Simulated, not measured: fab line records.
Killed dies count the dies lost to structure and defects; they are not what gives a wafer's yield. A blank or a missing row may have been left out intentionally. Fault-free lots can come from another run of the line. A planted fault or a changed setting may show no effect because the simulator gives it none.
Lot-split experiment -- flow n5 finfet -- route with 1938 steps; 7 lots, 21 wafers read

== THE SPLIT ITSELF ==
At N5_BEOL_M14_SPUTTER_43 (material TaN, target thk 15 nm, time 24.19 s), the setting power w was moved away from the recipe's 15000 W on 6 of the 21 wafers read, by -15.5% to +14.9%. This setting was run at the recipe's value on the other wafers.

The reading is taken at the split's own step.

== THE READING ==
TaN_of_BEOL_M14_SPUTTER_43.thk nm (the simulator's own value, which no gauge read), in nm, at N5_BEOL_M14_SPUTTER_43 (material TaN, target thk 15 nm, time 24.19 s). The file does not state a usual value for it. Across the 15 wafers here that went through the recipe, the average is 14.9 nm and the standard deviation 0.15 nm.

wafer,"tool, chamber at the split","power w as run, W",against the recipe,"TaN_of_BEOL_M14_SPUTTER_43.thk nm, nm",against lot-mates on the recipe
L074.2,"pvd sputter-01, -",15000,recipe,15,-
L074.4,"pvd sputter-01, -",15000,recipe,15,-
L074.6,"pvd sputter-01, -",15000,recipe,14.8,-
L075.1,"pvd sputter-03, -",17240,+14.9%,16.8,no lot-mate on the recipe
L075.3,"pvd sputter-03, -",17240,+14.9%,17,no lot-mate on the recipe
L075.6,"pvd sputter-03, -",17240,+14.9%,17,no lot-mate on the recipe
L077.3,"pvd sputter-03, -",15000,recipe,15.2,-
L077.4,"pvd sputter-03, -",15000,recipe,15.2,-
L077.6,"pvd sputter-03, -",15000,recipe,15,-
L082.1,"pvd sputter-01, -",12670,-15.5%,12.6,-2.3
L082.2,"pvd sputter-01, -",15000,recipe,14.8,-
L082.3,"pvd sputter-01, -",15000,recipe,15,-
L086.2,"pvd sputter-02, -",15000,recipe,15,-
L086.5,"pvd sputter-02, -",15000,recipe,15,-
L086.6,"pvd sputter-02, -",15000,recipe,15,-
L090.1,"pvd sputter-01, -",16530,+10.2%,16.4,+1.8
L090.3,"pvd sputter-01, -",15000,recipe,14.6,-
L090.5,"pvd sputter-01, -",16530,+10.2%,16.2,+1.6
L092.1,"pvd sputter-01, -",15000,recipe,15,-
L092.4,"pvd sputter-01, -",15000,recipe,14.8,-
L092.5,"pvd sputter-01, -",15000,recipe,14.8,-

FIT RESULTS
A straight line over all 21 wafers: TaN_of_BEOL_M14_SPUTTER_43.thk nm changes by +0.138 nm for each +1% of power w; r = +0.99; the points scatter about the line by 0.15 nm.
The same after taking each lot's own level away (the mean of its wafers on the recipe; 18 wafers): +0.156 nm for each +1%; r = +0.99; scatter 0.098 nm.
That fit puts the effect of the largest move of power w on the reading at 2.4 nm.
The lots' own levels span 14.60 to 15.13 nm, that is 3.5 times the standard deviation above.
Hence the slope depends on the lot-to-lot level, as the two fits are not the same.
Check: for one of the wafers moved furthest among these (-15.5%), held out of the fit, the line's prediction against its lot-mates is -2.59 nm. It came out at -2.3 nm against them.

== THE OTHER SPLITS THESE WAFERS WENT THROUGH ==
These wafers also went through other splits before the reading. Each is held against what the fit with the lots' levels taken away leaves over:
other split on the same wafers,wafers away from the commonest value,r with TaN_of_BEOL_M14_SPUTTER_43.thk nm (lot level and that fit taken away)
N5_BEOL_M13_EXPOSE_07 dose mj,7,-0.08

== THE FILE'S OWN FIT ==
TaN_of_BEOL_M14_SPUTTER_43.thk nm changes by +0.154 nm for each +1% of power w, r = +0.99.
